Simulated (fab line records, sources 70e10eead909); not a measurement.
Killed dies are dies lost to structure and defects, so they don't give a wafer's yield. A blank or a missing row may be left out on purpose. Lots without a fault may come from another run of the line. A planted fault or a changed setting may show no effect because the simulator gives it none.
Chamber matching | flow nand_harc | NHARC_A_STAIRCASE_DESCUM_291 on rie_diel-10: 4 sister chambers
The step chemistry O2, time 3 s. 8 wafers are shown with their chamber, then 10 later ones without.

WAFERS WITH THEIR CHAMBER
wafer  | chamber | drypump_motor_current_A (A) | showerhead_plenum_p_Torr (Torr)
L082.2 | 2       | 6.1                         | 2.01
L082.3 | 3       | 5.3                         | 1.99
L082.4 | 0       | 5.3                         | 1.81
L087.1 | 3       | 5.3                         | 1.98
L087.3 | 1       | 5.4                         | 2.06
L087.5 | 0       | 5.2                         | 1.80
L086.3 | 2       | 6.1                         | 2.01
L086.5 | 1       | 5.4                         | 2.06

WAFERS WITHOUT THEIR CHAMBER
wafer  | drypump_motor_current_A (A) | showerhead_plenum_p_Torr (Torr)
L086.6 | 6.1                         | 2.01
L090.1 | 6.1                         | 2.01
L090.4 | 5.2                         | 1.80
L090.6 | 5.3                         | 1.98
L092.1 | 5.3                         | 1.98
L092.3 | 6.1                         | 2.01
L092.4 | 5.4                         | 2.06
L096.1 | 6.1                         | 2.01
L096.5 | 5.4                         | 2.05
L096.6 | 5.2                         | 1.80

WHICH CHAMBER EACH WENT THROUGH
wafer  | from the rows above | in truth
L086.6 | 2                   | 2
L090.1 | 2                   | 2
L090.4 | 0                   | 0
L090.6 | 3                   | 3
L092.1 | 3                   | 3
L092.3 | 2                   | 2
L092.4 | 1                   | 1
L096.1 | 2                   | 2
L096.5 | 1                   | 1
L096.6 | 0                   | 0
Placed correctly: 10 of 10. Can't be placed from these rows: 0. Placed wrongly: 0.
How it was worked out, from the rows above alone: a wafer's distance from a chamber is the root of the sum, over the readings, of the square of ((its reading less the chamber's mean) divided by the reading's scatter). The wafer belongs to the nearest chamber; if the next one is less than 2 further off, it can't be placed. A chamber's mean is the mean of its shown wafers. The scatter: the root of (the sum of the squares of (reading less its chamber's mean) over the shown wafers, divided by (wafers less chambers)).
